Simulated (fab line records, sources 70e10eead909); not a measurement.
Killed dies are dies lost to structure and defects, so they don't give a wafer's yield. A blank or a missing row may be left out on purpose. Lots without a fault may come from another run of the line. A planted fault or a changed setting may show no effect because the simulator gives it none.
Which tool did it? | flow nand_harc | 13 lots, 37 wafers sampled, at 5 steps of a route of 1159

WHAT THE GAUGES READ, wafer by wafer
NHARC_A_ONON_D1_THK_MEAS_34: measures by ellipsometry.
lot  | measured     | on            | thk_nm (nm)
L195 | day 8 10:05  | film_metro-01 | 200.9 198.1 199.8
L196 | day 8 10:10  | film_metro-02 | 199.9 197.0 198.4
L197 | day 9 01:31  | film_metro-01 | 202.3 201.6 204.1
L199 | day 9 20:46  | film_metro-02 | 196.3 199.3 201.6
L200 | day 9 20:52  | film_metro-01 | 201.0 201.5 202.4
L207 | day 11 03:15 | film_metro-02 | 200.9 202.1
L205 | day 11 03:35 | film_metro-01 | 193.2 201.8
L209 | day 12 00:15 | film_metro-02 | 198.4 205.2 205.0
L211 | day 12 09:39 | film_metro-01 | 199.8 196.7 202.1
L214 | day 13 00:00 | film_metro-01 | 196.8 195.6 205.1
L213 | day 13 00:10 | film_metro-01 | 200.1 199.1 203.0
L215 | day 13 08:31 | film_metro-01 | 200.7 199.6 201.0
L216 | day 13 19:11 | film_metro-02 | 197.3 196.7 202.4

NHARC_A_CHANNEL_HOLE_D1_CD_MEAS_10: target cd 100 nm.
lot  | measured     | on        | cd_nm (nm)
L195 | day 8 14:38  | cd_sem-02 | 99.7 99.8 99.8
L196 | day 8 15:31  | cd_sem-02 | 101.1 99.9 100.9
L197 | day 9 05:50  | cd_sem-02 | 99.9 100.5 100.7
L199 | day 10 00:31 | cd_sem-01 | 100.3 100.1 101.1
L200 | day 10 00:44 | cd_sem-01 | 99.9 99.5 100.3
L207 | day 11 06:02 | cd_sem-02 | 99.6 99.7
L205 | day 11 07:51 | cd_sem-03 | 100.7 100.2
L209 | day 12 03:31 | cd_sem-03 | 99.8 100.6 100.1
L211 | day 12 13:30 | cd_sem-02 | 100.5 101.0 100.5
L214 | day 13 02:47 | cd_sem-03 | 100.2 99.9 100.3
L213 | day 13 02:58 | cd_sem-03 | 99.6 99.7 99.2
L215 | day 13 12:57 | cd_sem-02 | 99.4 100.0 100.2
L216 | day 14 00:56 | cd_sem-01 | 99.2 99.6 99.0

NHARC_END_SORT_01.
lot  | measured     | on        | killed_at_array | killed_at_other | killed_at_periphery | killed_dies | killed_open | killed_short
L207 | day 22 13:37 | prober-02 | 34 29           | 1 0             | 1 5                 | 36 34       | 2 3         | 1 2
L205 | day 22 23:07 | prober-02 | 65 25           | 0 0             | 3 1                 | 68 26       | 4 4         | 3 2

WHICH TOOL RAN EACH LOT (tool, then ch and the chambers of the sampled wafers, then the start)
lot  | NHARC_A_CHANNEL_HOLE_D1_ETCH_39    | NHARC_A_CHANNEL_HOLE_D1_ETCH_33
L195 | rie_diel-03 ch 0,2,3, day 8 15:02  | har_etch-02 ch 0,1, day 8 20:01
L196 | rie_diel-08 ch 1,2,3, day 8 15:53  | har_etch-02 ch 0,1, day 9 00:10
L197 | rie_diel-08 ch 0,1,3, day 9 06:14  | har_etch-02 ch 0,1, day 9 11:27
L199 | rie_diel-12 ch 0,1,3, day 10 00:53 | har_etch-01 ch 0,1, day 10 05:59
L200 | rie_diel-12 ch 0,2,3, day 10 01:11 | har_etch-02 ch 0,1, day 10 09:39
L207 | rie_diel-08 ch 0,2, day 11 06:26   | har_etch-02 ch 0, day 11 11:25
L205 | rie_diel-08 ch 3, day 11 08:13     | har_etch-02 ch 0,1, day 11 15:40
L209 | rie_diel-03 ch 0,2,3, day 12 03:55 | har_etch-01 ch 0,1, day 12 08:53
L211 | rie_diel-03 ch 1,2,3, day 12 13:55 | har_etch-01 ch 0,1, day 12 18:52
L214 | rie_diel-12 ch 2,3, day 13 03:08   | har_etch-02 ch 0,1, day 13 08:07
L213 | rie_diel-03 ch 0,2, day 13 03:20   | har_etch-01 ch 0,1, day 13 08:23
L215 | rie_diel-12 ch 1,2,3, day 13 13:19 | har_etch-01 ch 0,1, day 13 18:17
L216 | rie_diel-12 ch 0,2, day 14 01:19   | har_etch-02 ch 1, day 14 06:17
- NHARC_A_CHANNEL_HOLE_D1_ETCH_39: etches the open film in N2/H2, target depth 260 nm, time 325 s.
- NHARC_A_CHANNEL_HOLE_D1_ETCH_33: etches the open film in C4F8/O2/Ar, time 90 s, target depth 400 nm.

WHAT THE TOOLS THEMSELVES READ (means of the sampled wafers that have a number; where no wafer has one, the mark that the record gives instead)
NHARC_A_CHANNEL_HOLE_D1_ETCH_39.
lot  | tool        | drypump_motor_current_A (A) | oes_product_au (a.u.) | rf_vpp_V (V) | run_length_s (s) | showerhead_plenum_p_Torr (Torr) | throttle_valve_pct (%)
L195 | rie_diel-03 | 5.4                         | 0.998                 | 431.3        | 346.1            | 2.09                            | 14.164
L196 | rie_diel-08 | 5.8                         | 0.995                 | 430.1        | 346.3            | 2.01                            | 14.169
L197 | rie_diel-08 | 5.8                         | 0.995                 | 429.9        | 346.7            | 2.02                            | 14.165
L199 | rie_diel-12 | 6.1                         | 1.002                 | 429.5        | 346.3            | 1.99                            | 14.165
L200 | rie_diel-12 | 6.2                         | 0.995                 | 428.7        | 346.3            | 1.97                            | 14.177
L207 | rie_diel-08 | 5.7                         | 0.995                 | 431.6        | 309.9            | 2.08                            | 14.171
L205 | rie_diel-08 | 6.5                         | 1.000                 | 430.4        | 310.2            | 1.99                            | 14.168
L209 | rie_diel-03 | 5.4                         | 1.006                 | 432.2        | 346.0            | 2.09                            | 14.178
L211 | rie_diel-03 | 5.7                         | 1.010                 | 430.3        | 346.0            | 2.06                            | 14.171
L214 | rie_diel-12 | 6.1                         | 0.999                 | 429.4        | 346.2            | 1.97                            | 14.168
L213 | rie_diel-03 | 5.2                         | 0.994                 | 429.6        | 345.9            | 2.03                            | 14.168
L215 | rie_diel-12 | 6.0                         | 1.010                 | 431.7        | 346.3            | 2.04                            | 14.164
L216 | rie_diel-12 | 6.1                         | 1.000                 | 429.7        | 346.5            | 2.03                            | 14.171

NHARC_A_CHANNEL_HOLE_D1_ETCH_33.
lot  | tool        | drypump_motor_current_A (A) | run_length_s (s) | showerhead_plenum_p_Torr (Torr) | throttle_valve_pct (%)
L195 | har_etch-02 | 5.6                         | 121.19           | 3.76                            | 27.620
L196 | har_etch-02 | 5.6                         | 121.06           | 3.75                            | 27.624
L197 | har_etch-02 | 5.6                         | 121.43           | 3.75                            | 27.623
L199 | har_etch-01 | 5.3                         | 121.26           | 3.75                            | 27.619
L200 | har_etch-02 | 5.6                         | 121.42           | 3.74                            | 27.611
L207 | har_etch-02 | 5.9                         | 121.42           | 3.90                            | 27.611
L205 | har_etch-02 | 5.7                         | 121.42           | 3.78                            | 27.623
L209 | har_etch-01 | 5.3                         | 121.31           | 3.74                            | 27.619
L211 | har_etch-01 | 5.6                         | 121.25           | 3.79                            | 27.622
L214 | har_etch-02 | 5.6                         | 121.10           | 3.72                            | 27.621
L213 | har_etch-01 | 5.6                         | 121.25           | 3.78                            | 27.623
L215 | har_etch-01 | 5.7                         | 121.69           | 3.78                            | 27.617
L216 | har_etch-02 | 5.4                         | 120.99           | 3.64                            | 27.618

THE ANSWER, worked out from the rows above alone
Rule: what is usual is taken from the lots themselves. Put in order of their means at a reading, lots are off if they are a third of the lots or fewer, leave a main group of 4 or more, and stand apart from it by a gap of 3 or more times the standard deviation of the main group's means; of several such gaps the widest counts. A main group whose means are all the same, to the digits that the tables above print for the reading, isn't used. A lot without any number at a reading at which 4 lots or more have one is off too. The other lots that the step has rows for count as sound. The gauges are gone through in route order, then the tools' own readings, and for those a lot's mean is taken as printed above. The first step at which some lot is off is used, and at that step the reading that is off furthest; a lot without a number counts as furthest.
Off: L207, L205, at NHARC_A_CHANNEL_HOLE_D1_ETCH_39 (run_length_s). The main group: mean 346.2 s, standard deviation 0.22.
A tool fits if, at that step or a process step before it, it ran every lot that is off, and no sound lot after the first of them. One fits: rie_diel-08 at NHARC_A_CHANNEL_HOLE_D1_ETCH_39. Its last sound lot is L197 (day 9 06:14), its first lot that is off L207 (day 11 06:26): a fault that began between those two fits.
The tool's own readings at NHARC_A_CHANNEL_HOLE_D1_ETCH_39 bear it out: on the lots that are off they differ by more than 5 times the standard deviation of the sound lots' means. run_length_s reads 310.0 s there against 346.2 s on the sound lots.

WHAT THE SIMULATOR HAD PUT IN
Process parameter drift: rie_diel-08, from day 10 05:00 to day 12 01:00, at NHARC_A_CHANNEL_HOLE_D1_ETCH_39. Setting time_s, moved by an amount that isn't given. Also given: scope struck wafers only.
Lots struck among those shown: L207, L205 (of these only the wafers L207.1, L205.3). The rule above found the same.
